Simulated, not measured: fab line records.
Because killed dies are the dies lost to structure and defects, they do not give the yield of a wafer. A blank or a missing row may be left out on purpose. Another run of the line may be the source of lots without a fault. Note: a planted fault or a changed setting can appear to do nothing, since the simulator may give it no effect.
What tool caused it? | flow n5_finfet | 36 wafers from 12 lots sampled at 3 of the route's 1938 steps

## WHAT THE GAUGES SHOWED, per wafer
N5_HKMG_FIN_INSPECT_14: inspects for defects (macro).
lot  | measured     | on                | raw_defect_count
L075 | day 4 09:11  | defect_inspect-01 | 3 3 2
L077 | day 4 20:38  | defect_inspect-02 | 1 3 4
L079 | day 5 09:04  | defect_inspect-01 | 1 4 2
L081 | day 5 23:13  | defect_inspect-01 | 2 1 4
L083 | day 6 12:37  | defect_inspect-01 | 1 2 2
L085 | day 7 02:16  | defect_inspect-02 | 2 4 1
L087 | day 7 15:37  | defect_inspect-02 | 4 1 1
L089 | day 8 02:05  | defect_inspect-02 | 4 1 1
L091 | day 8 14:05  | defect_inspect-02 | 4 2 3
L093 | day 9 01:54  | defect_inspect-02 | 4 0 3
L095 | day 9 10:26  | defect_inspect-02 | 1 3 4
L097 | day 10 03:29 | defect_inspect-02 | 4 3 4

## EACH LOT AND THE TOOL THAT RAN IT (in order: tool; ch and the chambers of the sampled wafers; start)
lot  | N5_HKMG_FIN_ETCH_55                | N5_HKMG_FIN_ALD_36
L075 | rie_diel-04 ch 1,3, day 4 05:47    | ald_metal-02 ch 1,2, day 4 07:58
L077 | rie_diel-06 ch 0,3, day 4 17:23    | ald_metal-03 ch 0,1,2, day 4 19:26
L079 | rie_diel-06 ch 0,1,2, day 5 05:56  | ald_metal-02 ch 0,1,2, day 5 07:59
L081 | rie_diel-01 ch 2,3, day 5 19:31    | ald_metal-02 ch 0,1, day 5 22:01
L083 | rie_diel-04 ch 0,3, day 6 09:24    | ald_metal-03 ch 0,1,3, day 6 11:32
L085 | rie_diel-06 ch 1,3, day 6 23:00    | ald_metal-02 ch 0,1, day 7 01:02
L087 | rie_diel-06 ch 1,3, day 7 12:22    | ald_metal-03 ch 0,3, day 7 14:25
L089 | rie_diel-01 ch 0,1, day 7 22:34    | ald_metal-01 ch 0,3, day 8 00:52
L091 | rie_diel-04 ch 1,3, day 8 10:50    | ald_metal-01 ch 0,1,2, day 8 12:53
L093 | rie_diel-06 ch 0,1,2, day 8 22:36  | ald_metal-03 ch 0,2,3, day 9 00:41
L095 | rie_diel-06 ch 0,3, day 9 07:17    | ald_metal-03 ch 0,3, day 9 09:20
L097 | rie_diel-01 ch 0,2,3, day 10 00:14 | ald_metal-01 ch 0,1,3, day 10 02:17
- N5_HKMG_FIN_ETCH_55: etches SOC in N2/H2, target depth 240 nm, time 300 s.
- N5_HKMG_FIN_ALD_36: deposits TiN, target thk 1 nm, pulse time 1 s, purge time 3 s.

## THE ANSWER, worked out from the rows above alone
Rule: the lots themselves supply what counts as usual. The widest of any qualifying gaps counts: lots, ordered by their means at a reading, are off when they make up no more than a third of the lots, leave a main group of 4 or more, and stand apart from it by 3 or more times the standard deviation of that group's means. A main group is skipped when, at the precision printed for the reading in the tables above, its means are all equal. A lot without any number at a reading at which 4 lots or more have one is off too. Any other lot the step has rows for is counted as sound.
No lot is off on any of the readings shown, so nothing can be concluded from this.

## WHAT THE SIMULATOR HAD INSERTED
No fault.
